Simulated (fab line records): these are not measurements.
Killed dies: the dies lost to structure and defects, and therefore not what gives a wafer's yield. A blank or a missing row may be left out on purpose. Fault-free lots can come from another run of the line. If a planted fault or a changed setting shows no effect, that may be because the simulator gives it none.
Comparing a struck lot with a sound one :: flow n5 finfet :: 15 out of 1938 route steps
Sound: the wafers L334.2, L334.4, L334.5. The struck wafers were L349.2, L349.4, L349.6. The cause is given at the end.
Order at every step that has rows: each side's tool, ch and its chambers, its first start. Under that, the readings that differ: sound wafers :: struck wafers :: difference of the means :: sigmas: that difference in standard deviations of wafers without a fault.
alike: a reading whose means differ by less than 2 such deviations, as well as words and numbers matching on both sides. not compared: withheld readings; readings where some wafer has no value; bounds like >300 that might hide an equal value; numbers whose values overlap and for which the record gives no deviation.
Wherever a step has rows on one side only, a row that says differs or no value, or a row with sigmas, the two part there. Non-overlapping numbers with no deviation appear without sigmas and do not part them. Lack of a reading on every wafer of one side parts them only where that side has two or more wafers.

first, 8 steps without rows for these wafers: N5_BEOL_M8_COAT_59 (time 60 s, resist thk 100 nm); N5_BEOL_M8_COAT_60 (time 60 s, resist thk 35 nm); N5_BEOL_M8_COAT_05 (resist thk 90 nm); N5_BEOL_M8_EBR_07; N5_BEOL_M8_SOFTBAKE_06 (time 60 s); N5_BEOL_M8_EXPOSE_08 (exposes mask M8); N5_BEOL_M8_PEB_09 (peb time 60 s); N5_BEOL_M8_DEVELOP_10 (develop time 30 s).
N5_BEOL_M8_CD_MEAS_11: target cd 38.5 nm.
  sound on cd sem-02 ch 0, day 9 09:08; struck on cd sem-01 ch 0, day 13 10:01
  alike: cd nm
N5_BEOL_M8_OVL_MEAS_12:
  sound on overlay-01 ch 0, day 9 09:10; struck on overlay-02 ch 0, day 13 10:02
reading: M8_OVL (nm)
sound: -0.6 -1.0 -0.7
struck: 1.3 1.6 1.0
difference: +2.1
sigmas: +3
N5_BEOL_M8_INSPECT_13: inspects for defects (brightfield).
  sound: defect inspect-02 at day 9 09:11; struck: defect inspect-02 at day 13 10:04
  alike: raw defect count
N5_BEOL_M8_DESCUM_16: chemistry O2, time 7.9 s.
  sound on rie diel-04 ch 2,3, day 9 09:13; struck on rie diel-06 ch 0,2,3, day 13 10:06
  alike: drypump motor current A, oes product au, rf vpp V, showerhead plenum p Torr, throttle valve pct
  not compared: rf hours counter h
N5_BEOL_M8_ETCH_61: etches SiARC in CF4, target depth 45.5 nm, time 75.8 s.
  sound on rie diel-04 ch 2,3, day 9 09:16; struck on rie diel-06 ch 0,2,3, day 13 10:08
reading: bias w (W)
sound: 36.17 35.93 35.91
struck: 38.34 38.16 38.49
difference: +2.33
sigmas: +21

reading: rf vpp V (V)
sound: 183.0 182.3 183.8
struck: 191.6 190.4 190.1
difference: +7.7
sigmas: +8
  alike: drypump motor current A, etch rf on time s, oes product au, showerhead plenum p Torr, throttle valve pct
  not compared: rf hours counter h
N5_BEOL_M8_ETCH_62: etches SOC in N2/H2, target depth 110 nm, overetch 22 nm, time 165 s.
  sound on rie diel-04 ch 2,3, day 9 09:19; struck on rie diel-06 ch 0,2,3, day 13 10:11
  alike: bias w, drypump motor current A, oes product au, rf vpp V, showerhead plenum p Torr, throttle valve pct
  not compared: rf hours counter h
-- a jump in the record: the struck wafers' starts before and after are 3 days apart (it breaks off in module BEOL_M8 and resumes in module PASSIVATION, where the first step shown is number 1936 of the route) --
N5_PASSIVATION_PROBE_49:
  sound: prober-02 at day 12 03:40; struck: prober-02 at day 16 16:37
reading: sort_bin_4_leakage (%)
sound: 0 0 0
struck: 0 0 1.78
difference: +1
sigmas: +4
  alike: defect limited yield, killed_at_M0_to_M3, killed_at_M4_up, killed at contacts, killed at front end, killed at other, killed dies, killed open, killed short, sort_bin_5_function, sort_bin_6_memory, sort n pass, sort yield pct

WHERE THEY PART
Last at N5_PASSIVATION_PROBE_49 as far as this record goes, first at N5_BEOL_M8_OVL_MEAS_12.

WHY: the cause the simulator had injected
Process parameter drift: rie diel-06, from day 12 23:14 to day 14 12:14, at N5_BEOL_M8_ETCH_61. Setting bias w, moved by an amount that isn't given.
